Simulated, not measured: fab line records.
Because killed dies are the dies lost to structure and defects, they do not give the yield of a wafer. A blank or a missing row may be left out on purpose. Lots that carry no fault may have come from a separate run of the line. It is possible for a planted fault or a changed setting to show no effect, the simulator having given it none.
fab line records -- flow n5_finfet
record lots=3, wafers=9, last_day=17
route steps=1938 shown HKMG_FIN@394 BEOL_M4@1111 PASSIVATION@1936
lots untouched by any fault: they come from a run of this same line in which no faults occurred
start_h: hours from the record's opening day to when the first of the lot's shown wafers began -- wait_h: hours from the lot's prior step to this one -- " the same as in the row above -- L1.1+2: a single row standing in for several wafers -- - value missing, or start not given -- * or withheld: withheld -- < > ~ a bound
route shown NAME@n: a module of which the file shows steps, and the number in the route of the first -- usual: mean/standard deviation taken from wafers without a fault -- same: alike in all rows -- chamber/n: place in a boat -- sites: the reading at each site -- _std_site: standard deviation across them -- _edge_site: the outer-site mean with the inner-site mean subtracted -- radius_mm: how far each site lies from the wafer's centre -- mask NAME#n: copy n -- behind: the last tool/chamber to shape the wafer -- hold: what put the lot on hold/how long, in hours/how the hold closed -- device: the n, p or np transistor that did not switch -- end of line: tests of these same wafers at the route's end -- a step given without rows: its recipe and nothing more -- killed: at the first sort, the dies lost to defects and structure; wafer yield is something else -- map: the dies of a wafer, with x for killed, . for not killed, _ for no die there
set.NAME: the setting the step ran with; set.NAME@STEP: the setting that earlier step ran with -- model.NAME: the simulator's own value behind a step, which no gauge read
certain route steps with their lots: each step a table, each wafer a row
services: when a tool's chamber went out of use (start_h, in hours from the record's first day, below 0 if earlier), for how many hours, and the reason
## steps
# step N5_HKMG_FIN_SOFTBAKE_44
# recipe temp_c=110, time_s=60, resist=CAR-ArF
# step N5_HKMG_FIN_EXPOSE_46
# recipe mask_id=NDIPOLE, na=1.35, source_shape=conventional, sigma_outer=0.8, polarization=unpolarized, dose_mj=40
# step N5_HKMG_FIN_PEB_47
# recipe peb_temp_c=withheld, peb_time_s=60, resist=CAR-ArF
# step N5_HKMG_FIN_DEVELOP_48
# recipe develop_time_s=30, developer=TMAH, resist=CAR-ArF, rinse_liquid=diw, dry=air_spin, dev_temp_c=23
# step N5_HKMG_FIN_DESCUM_53
# recipe chemistry=O2, time_s=7.9, source_power_w=50, bias_power_w=20, pressure_mtorr=20, rf_frequency_hz=2.712e+07, temp_c=40, resist=CAR-ArF, o2_flow_sccm=225
# step N5_HKMG_FIN_ETCH_54
# recipe chemistry=CF4, target=SiARC, target_depth_a=455, mask_material=CAR-ArF, time_s=75.8, ion_energy_ev=80, pressure_mtorr=40, source_w=545, bias_w=36, Ar_flow_sccm=100, cf4_flow_sccm=100, ends=cleared
# step N5_HKMG_FIN_ETCH_55
# recipe chemistry=N2/H2, target=SOC, target_depth_a=2400, temp_c=40, time_s=300, ion_energy_ev=200, mask_material=SiARC, pressure_mtorr=30, source_w=840, bias_w=150, n2_flow_sccm=200, h2_flow_sccm=200
# step N5_HKMG_FIN_STRIP_56
# recipe chemistry=N2/H2, temp_c=40, n2_flow_sccm=200, h2_flow_sccm=200, rf_frequency_hz=6e+07
# step N5_HKMG_FIN_STRIP_57
# recipe chemistry=CF4, resist=SiARC, power_w=300, bias_power_w=75, pressure_mtorr=50, cf4_flow_sccm=150, rf_frequency_hz=6e+07
# step N5_HKMG_FIN_ETCH_58
# recipe chemistry=N2/H2, target=SOC, target_depth_a=2158, ion_energy_ev=50, bias_w=13, time_s=741, pressure_mtorr=30, source_w=875, n2_flow_sccm=200, h2_flow_sccm=200
# usual drypump_motor_current_A=5.8/0.31, oes_product_au=0.82/0.11, rf_vpp_V=99.0/0.91, run_length_s=764.3/0.44, showerhead_plenum_p_Torr=2.53/0.094, throttle_valve_pct=17.72/0.27
lot.wafer,tool,chamber,start_h,wait_h,drypump_motor_current_A,oes_product_au,rf_hours_counter_h,rf_vpp_V,run_length_s,showerhead_plenum_p_Torr,throttle_valve_pct,model.HKMG_FIN.feature_depth_nm,model.etch.depth_nm,model.SOC_of_HKMG_FIN_COAT_41.thk_nm
L413.3,rie_diel-03,1,136.32,0.0,6.0,0.99,8,98.8,763.9,2.49,17.80,221.8,221.8,79
L413.5,rie_diel-03,0,136.32,0.0,5.7,0.68,-,99.8,763.2,2.62,18.12,218.4,218.5,82.2
L413.6,rie_diel-03,1,136.32,0.0,6.0,0.98,-,98.8,763.8,2.49,17.82,220,219.9,82
L414.1,rie_diel-03,1,140.52,0.0,5.9,0.98,11,98.5,634.7,2.49,17.81,180.8,180.8,118.8
L414.2,rie_diel-03,3,140.52,0.0,5.3,0.84,49,99.4,764.0,2.61,17.81,211,211,89.8
L414.3,rie_diel-03,2,140.52,0.0,6.2,0.85,54,98.8,764.3,2.69,18.09,215,215,86.4
L422.1,rie_diel-04,3,188.69,0.0,6.1,0.92,36,99.1,763.9,2.46,17.57,230.2,230.2,70.4
L422.5,rie_diel-04,0,188.69,0.0,5.4,0.70,-,99.1,765.2,2.39,17.72,216.8,216.8,84.4
L422.6,rie_diel-04,3,188.69,0.0,6.1,0.91,-,98.6,763.9,2.46,17.57,229.8,229.9,71.4
# step N5_HKMG_FIN_STRIP_93
# recipe chemistry=N2/H2, material=SOC, time_s=20, power_w=500, temp_c=40, pressure_mtorr=50, rf_frequency_hz=6e+07, bias_power_w=8, h2_frac=0.5, n2_flow_sccm=300, h2_flow_sccm=300
# usual drypump_motor_current_A=5.8/0.31, oes_product_au=0.82/0.1, rf_vpp_V=54.2/0.97, showerhead_plenum_p_Torr=3.34/0.12, throttle_valve_pct=19.0/0.52
lot.wafer,tool,chamber,start_h,wait_h,drypump_motor_current_A,oes_product_au,rf_hours_counter_h,rf_vpp_V,showerhead_plenum_p_Torr,throttle_valve_pct,model.SOC_of_HKMG_FIN_COAT_41.thk_nm
L413.3,rie_diel-03,1,136.74,0.2,6.0,0.99,9,53.6,3.30,19.3,68.8
L413.5,rie_diel-03,0,136.74,0.2,5.7,0.68,-,54.5,3.46,19.5,71.8
L413.6,rie_diel-03,1,136.74,0.2,5.9,0.98,-,54.3,3.30,19.3,71.6
L414.1,rie_diel-03,1,140.95,0.2,6.0,0.97,11,55.1,3.30,19.3,108.6
L414.2,rie_diel-03,3,140.95,0.2,5.3,0.85,50,54.8,3.44,19.2,79.8
L414.3,rie_diel-03,2,140.95,0.2,6.2,0.85,54,55.5,3.55,19.1,76.4
L422.1,rie_diel-04,3,189.12,0.2,6.2,0.91,36,53.9,3.26,18.5,59.6
L422.5,rie_diel-04,0,189.12,0.2,5.3,0.69,-,53.5,3.16,18.6,74.4
L422.6,rie_diel-04,3,189.12,0.2,6.2,0.92,-,54.3,3.26,18.5,60.6
# step N5_HKMG_FIN_WET_ETCH_76
# recipe chemistry=dNH4OH, mix=1:50, temp_c=25, target=Al2O3, stop_on=La2O3, target_depth_nm=2.25, dry=ipa_marangoni, rinse_time_s=30, rinse_temp_c=23
# step N5_HKMG_FIN_STRIP_60
# recipe chemistry=N2/H2, power_w=2500, temp_c=300, h2_frac=0.65, time_s=360, pressure_mtorr=withheld, n2_flow_sccm=1750, h2_flow_sccm=3250
# step N5_HKMG_FIN_WET_ETCH_77
# recipe chemistry=dHCl, mix=1:10000, temp_c=25, target=La2O3, stop_on=HfO2, target_depth_nm=2
# step N5_HKMG_FIN_WET_ETCH_78
# recipe chemistry=dNH4OH, mix=1:50, temp_c=25, target=Al2O3, stop_on=La2O3, target_depth_nm=4.5, dry=ipa_marangoni, rinse_time_s=30, rinse_temp_c=23
# step N5_HKMG_FIN_ALD_79
# recipe material=TiN, target_thk_a=15, temp_c=400, ald_precursor_family=TiCl4, ald_co_reactant=NH3, pulse_time_s=1, purge_time_s=3, co_reactant_purge_time_s=2, co_reactant_pulse_time_s=2, ald_cycles=68, pressure_torr=3
# step N5_HKMG_FIN_CVD_62
# recipe material=a-Si, target_thk_a=30, temp_c=500, precursor=Si2H6, pressure_torr=1, time_s=20.8
# step N5_HKMG_FIN_RTA_80
# recipe temp_c=withheld, time_s=2, ambient=N2, idle_temp_c=600, ramp_up_c_per_s=150, ramp_down_c_per_s=60, cool_to_c=600
# step N5_HKMG_FIN_PRECLEAN_64
# recipe chemistry=dHF, time_s=30, temp_c=25, dilution=withheld
# step N5_HKMG_FIN_WET_ETCH_65
# recipe chemistry=TMAH, temp_c=70, conc_wt_pct=5, target=a-Si, stop_on=TiN, time_s=49, target_depth_nm=3
# step N5_HKMG_FIN_WET_ETCH_81
# recipe chemistry=SC1, target=TiN, stop_on=HfO2, mix=1:1:5, temp_c=60, time_s=57, target_depth_nm=6
# step N5_HKMG_FIN_WET_ETCH_82
# recipe chemistry=dHCl, mix=1:10000, temp_c=25, target=La2O3, stop_on=HfO2, target_depth_nm=2, dry=ipa_marangoni, rinse_time_s=30, rinse_temp_c=23
# step N5_HKMG_FIN_ALD_36
# recipe material=TiN, target_thk_a=10, temp_c=400, ald_precursor_family=TiCl4, ald_co_reactant=NH3, pulse_time_s=1, purge_time_s=3, co_reactant_purge_time_s=2, co_reactant_pulse_time_s=2, ald_cycles=47, pressure_torr=3
# step N5_HKMG_FIN_PWFM_ALD_03
# recipe material=TiN, target_thk_a=20, temp_c=400, ald_precursor_family=TiCl4, ald_co_reactant=NH3, pulse_time_s=1, purge_time_s=3, co_reactant_purge_time_s=2, co_reactant_pulse_time_s=2, ald_cycles=91, pressure_torr=3
# step N5_HKMG_FIN_COAT_29
# recipe resist=SOC, temp_c=250, time_s=60, spin_rpm=1500, resist_thk_nm=300
# step N5_HKMG_FIN_COAT_30
# recipe resist=SiARC, temp_c=220, time_s=60, spin_rpm=1500, resist_thk_nm=35
# step N5_HKMG_FIN_COAT_06
# recipe resist=CAR-ArF, spin_rpm=1500, resist_thk_nm=90
# step N5_HKMG_FIN_EBR_08
# recipe solvent=PGMEA, ebr_width_mm=1.5
# step N5_HKMG_FIN_SOFTBAKE_07
# recipe temp_c=110, time_s=60, resist=CAR-ArF
# step N5_HKMG_FIN_EXPOSE_09
# recipe mask_id=NWFM, na=1.35, source_shape=conventional, sigma_outer=0.8, polarization=unpolarized, dose_mj=39.25
# step N5_HKMG_FIN_PEB_10
# recipe peb_temp_c=withheld, peb_time_s=60, resist=CAR-ArF
# step N5_HKMG_FIN_DEVELOP_11
# recipe develop_time_s=30, developer=TMAH, resist=CAR-ArF, dev_temp_c=23, rinse_liquid=diw, dry=air_spin
# step N5_HKMG_FIN_DESCUM_17
# recipe chemistry=O2, time_s=7.9, source_power_w=50, bias_power_w=20, pressure_mtorr=20, rf_frequency_hz=2.712e+07, temp_c=40, resist=CAR-ArF, o2_flow_sccm=225
# step N5_HKMG_FIN_ETCH_31
# recipe chemistry=CF4, target=SiARC, target_depth_a=455, mask_material=CAR-ArF, time_s=75.8, ion_energy_ev=80, pressure_mtorr=40, source_w=545, bias_w=36, Ar_flow_sccm=100, cf4_flow_sccm=100, ends=cleared
# step N5_HKMG_FIN_ETCH_32
# recipe chemistry=N2/H2, target=SOC, target_depth_a=2400, temp_c=40, time_s=300, ion_energy_ev=200, mask_material=SiARC, pressure_mtorr=30, source_w=840, bias_w=150, n2_flow_sccm=200, h2_flow_sccm=200
# step N5_BEOL_M4_RC_MEAS_101
# usual DIBL_N=36.2/2.4, DIBL_P=36.2/2.6, IOFF_N=0.16/0.045, IOFF_N_LIN=0.074/0.016, IOFF_N_LONG=5.58e-05/2.7e-06, IOFF_P=0.21/0.046, ION_N=674/17, ION_P=463/11, SS_N=71.5/0.77, SS_P=73.1/0.76, VT_N=250/3.9, VT_N_LONG=274.7/2, VT_P=-250/3.9
lot.wafer,tool,chamber,start_h,wait_h,DIBL_N[mV/V],DIBL_P[mV/V],IOFF_N[nA/um],IOFF_N_LIN[nA/um],IOFF_N_LONG[nA/um],IOFF_P[nA/um],ION_N[uA/um],ION_P[uA/um],SS_N[mV/dec],SS_P[mV/dec],VT_N[mV],VT_N_LONG[mV],VT_P[mV]
L413.3,prober-02,0,245.96,0.3,33.9,33.5,0.12,0.061,5.57e-05,0.17,668,452,70.8,72.7,251,273.1,-252
L413.5,prober-02,0,245.96,0.3,36.5,35.1,0.17,0.075,5.61e-05,0.21,669,460,71.9,73.1,249,276.5,-250
L413.6,prober-02,0,245.96,0.3,33.8,32.9,0.12,0.061,5.66e-05,0.17,669,463,70.8,72.3,253,271.5,-252
L414.1,prober-01,0,247.54,0.0,34.5,34.6,0.28,0.136,0.0001093,0.20,677,469,70.3,72.8,230,252.9,-245
L414.2,prober-01,0,247.54,0.0,33.8,32.5,0.12,0.058,6.13e-05,0.17,668,463,70.4,71.4,253,276.4,-250
L414.3,prober-01,0,247.54,0.0,33.3,33.4,0.10,0.051,5.86e-05,0.17,649,461,70.9,72.2,258,272.7,-253
L422.1,prober-01,0,292.08,0.0,36.8,34.6,0.17,0.069,5.63e-05,0.21,655,453,72.6,72.8,252,277.3,-250
L422.5,prober-01,0,292.08,0.0,36.9,37.5,0.18,0.084,5.81e-05,0.25,694,483,71.2,73.4,248,274.8,-246
L422.6,prober-01,0,292.08,0.0,38.8,38.0,0.24,0.094,5.82e-05,0.25,682,459,73.1,74.0,245,272.6,-246
# step N5_PASSIVATION_PROBE_49
# usual defect_limited_yield=91.2/1.4, killed_at_M0_to_M3=33/9.5, killed_at_M4_up=13/4.7, killed_at_contacts=11/5.3, killed_at_front_end=42/12, killed_at_other=5/3.3, killed_dies=104/17, killed_open=67/12, killed_short=33/7.7, sort_bin_5_function=5.1/0.94, sort_bin_6_memory=3.3/0.67, sort_bin_8_speed=0.1/1.3, sort_n_pass=1074/24, sort_yield_pct=91.1/2
# same gross_dies=1180, killed_at_back_side=0, sort_bin_4_leakage[%]=0
lot.wafer,tool,chamber,start_h,wait_h,defect_limited_yield[%],killed_at_M0_to_M3,killed_at_M4_up,killed_at_contacts,killed_at_front_end,killed_at_other,killed_dies,killed_open,killed_short,sort_bin_5_function[%],sort_bin_6_memory[%],sort_bin_8_speed[%],sort_n_pass,sort_yield_pct[%]
L414.2,prober-02,-,357.00,0.1,90.6,42,26,7,34,2,111,64,40,5.8,3.1,0,1069,90.6
L413.5,prober-01,-,371.76,0.2,92.7,19,9,18,39,1,86,54,27,4.2,3.0,0,1094,92.7
L422.1,prober-01,-,398.87,0.0,91.4,44,16,5,30,7,102,64,38,4.8,3.6,0,1078,91.4
L422.5,prober-01,-,399.07,0.2,90.8,46,11,10,37,5,109,74,34,6.3,2.7,0,1071,90.8
L422.6,prober-01,-,399.12,0.3,92.7,35,9,8,26,8,86,55,31,4.2,2.8,0,1094,92.7
# killed by level:class
L414.2 BEOL_M4:geometric_particle:open=13 BEOL_M0_SAQP:geometric_particle:short=10 BEOL_M0_SAQP:geometric_particle:open=9 STI_FIN_REVEAL:geometric_particle:open=6 DUMMY_GATE:geometric_particle:open=5 BEOL_M3:geometric_particle:short=5 FIN_SAQP:geometric_particle:open=4 GATE_CUT:geometric_particle:short=4
L413.5 MOL_CONTACT_COAG:geometric_particle:open=13 FIN_SAQP:geometric_particle:open=11 FIN_SAQP:geometric_particle:short=9 BEOL_M0_SAQP:geometric_particle:open=5 BEOL_M2:geometric_particle:open=5 STI_FIN_REVEAL:geometric_particle:open=4 GATE_CUT:geometric_particle:open=4 GATE_CUT:geometric_particle:short=3
L422.1 BEOL_M0_SAQP:geometric_particle:short=12 STI_FIN_REVEAL:geometric_particle:open=10 BEOL_M5:geometric_particle:open=7 BEOL_M0_SAQP:geometric_particle:open=7 BEOL_M2:geometric_particle:open=7 MOL_CONTACT_COAG:geometric_particle:open=5 DUMMY_GATE:geometric_particle:open=5 BEOL_M0:geometric_particle:open=5
L422.5 BEOL_M3:geometric_particle:open=14 STI_FIN_REVEAL:geometric_particle:open=14 BEOL_M2:geometric_particle:open=10 MOL_CONTACT_COAG:geometric_particle:open=8 GATE_CUT:geometric_particle:short=7 BEOL_M0_SAQP:geometric_particle:short=7 BEOL_M1:geometric_particle:open=6 FIN_SAQP:geometric_particle:short=4
L422.6 BEOL_M3:geometric_particle:open=11 STI_FIN_REVEAL:geometric_particle:open=7 BEOL_M0_SAQP:geometric_particle:open=7 MOL_CONTACT_COAG:geometric_particle:open=6 FIN_SAQP:geometric_particle:short=5 BEOL_M0_SAQP:geometric_particle:short=5 BEOL_M1:geometric_particle:open=4 BEOL_M2:geometric_particle:open=4
## services
tool,chamber,start_h,hours,kind
rie_diel-03,0,141.00,-,clean
rie_diel-03,0,141.00,-,consumable_replace:focus_ring
rie_diel-03,0,141.00,21.1,scheduled_down
rie_diel-03,0,141.00,21.1,vent_cycle
## key
first_sign step=N5_HKMG_FIN_ETCH_58, reading=run_length_s, direction=down, sigmas=99+, usual=*, struck=*
effect step=N5_BEOL_M4_RC_MEAS_101, reading=IOFF_N_LONG, direction=up, sigmas=20, usual=5.58e-05, struck=0.0001093
effect step=N5_BEOL_M4_RC_MEAS_101, reading=VT_N_LONG, direction=down, sigmas=11, usual=274.7, struck=252.9
effect step=N5_BEOL_M4_RC_MEAS_101, reading=VT_N, direction=down, sigmas=5, usual=250, struck=230
effect step=N5_BEOL_M4_RC_MEAS_101, reading=IOFF_N_LIN, direction=up, sigmas=3.9, usual=0.074, struck=0.136
model_effect step=N5_HKMG_FIN_ETCH_58, value=HKMG_FIN.feature_depth_nm, without=219, struck=180.8
model_effect step=N5_HKMG_FIN_STRIP_93, value=SOC_of_HKMG_FIN_COAT_41.thk_nm, without=70.6, struck=108.6
met_at N5_HKMG_FIN_ETCH_58
struck_wafers L414.1
onset_between 136.32 140.52
fault kind=process_parameter_drift, tool=rie_diel-03, chamber=-, onset_h=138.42, steps=N5_HKMG_FIN_ETCH_58, channel=time_s, offset=*, shape=step, end_h=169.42, scope=struck_wafers_only, acts_in=*, stated=*
